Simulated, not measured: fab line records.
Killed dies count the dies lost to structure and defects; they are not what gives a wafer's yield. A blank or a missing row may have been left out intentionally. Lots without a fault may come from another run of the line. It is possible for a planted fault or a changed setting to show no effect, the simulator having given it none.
Lot-split experiment -- flow n5 finfet -- 7 lots, 21 wafers read, on a route of 1938 steps

THE SPLIT
At N5_MOL_CONTACT_COAG_ETCH_124 (etches SiNx in CH3F/O2, stops on SiOC, target depth 6.5 nm), the setting bias w was moved away from the recipe's 73 W on 6 of the 21 wafers read, by -16.8% to +12.0%. This setting was run at the recipe's value on the other wafers.

The reading is taken at the split's own step.

THE READING
rf vpp V, in V, at N5_MOL_CONTACT_COAG_ETCH_124 (etches SiNx in CH3F/O2, stops on SiOC, target depth 6.5 nm). On this fab line, fault-free wafers typically give 296 V with a standard deviation of 7.5 V.

wafer,"tool, chamber at the split","bias w as run, W",against the recipe,"rf vpp V, V",against lot-mates on the recipe
L078.4,"rie diel-06, 0",73,recipe,287,-
L078.5,"rie diel-06, 1",66.5,-8.9%,274,-13
L078.6,"rie diel-06, 0",66.5,-8.9%,269,-18
L082.3,"rie diel-05, 3",60.74,-16.8%,255,-40
L082.4,"rie diel-05, 2",73,recipe,284,-
L082.5,"rie diel-05, 1",73,recipe,307,-
L085.2,"rie diel-03, 1",81.78,+12.0%,325,+24
L085.3,"rie diel-03, 2",73,recipe,304,-
L085.5,"rie diel-03, 1",73,recipe,297,-
L088.2,"rie diel-05, 0",73,recipe,295,-
L088.3,"rie diel-05, 3",73,recipe,296,-
L088.6,"rie diel-05, 3",73,recipe,297,-
L089.1,"rie diel-03, 0",73,recipe,303,-
L089.2,"rie diel-03, 1",73,recipe,296,-
L089.5,"rie diel-03, 1",73,recipe,296,-
L091.1,"rie diel-06, 0",73,recipe,289,-
L091.3,"rie diel-06, 1",73,recipe,296,-
L091.5,"rie diel-06, 1",73,recipe,293,-
L093.2,"rie diel-03, 2",62.99,-13.7%,271,-34
L093.5,"rie diel-03, 0",62.99,-13.7%,269,-36
L093.6,"rie diel-03, 2",73,recipe,305,-

FIT RESULTS
A straight line over all 21 wafers: rf vpp V changes by +2.29 V for each +1% of bias w; r = +0.93; the points scatter about the line by 6.1 V.
The same after taking each lot's own level away (the mean of its wafers on the recipe; 21 wafers): +2.29 V for each +1%; r = +0.95; scatter 4.9 V.
The reading moves by 39 V for the largest change in bias w, on that fit.
From 287.0 to 305.0 V: that is the span of the lots' own levels, equal to 2.4 times the standard deviation above.
So the lot-to-lot level changes the slope little: the two slopes agree.
Check: for one of the wafers moved furthest among these (-16.8%), held out of the fit, the line's prediction against its lot-mates is -37.9 V. Against them it came out at -40.5 V.
Tool readings at the split's step, against how far the setting was moved: rf vpp V r = +0.93.

THESE WAFERS: OTHER SPLITS
Note: prior to the reading, these wafers also went through further splits. Each is held against what the fit with the lots' levels taken away leaves over:
other split on the same wafers,wafers away from the commonest value,r with rf vpp V (lot level and that fit taken away)
N5_SD_EPI_N_PEB_07 peb temp c,7,+0.11
N5_SD_EPI_N_ETCH_45 target depth a,10,-0.04
N5_SD_EPI_P_ETCH_36 bias w,5,-0.06
N5_HKMG_FIN_EXPOSE_46 dose mj,9,-0.20
N5_HKMG_FIN_ETCH_58 source w,6,+0.05
N5_GATE_CUT_ALD_22 ald cycles,10,+0.06
N5_MOL_CONTACT_COAG_COAT_02 spin rpm,9,+0.20

THE FILE'S OWN FIT
rf vpp V changes by +2.28 V for each +1% of bias w, r = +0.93.
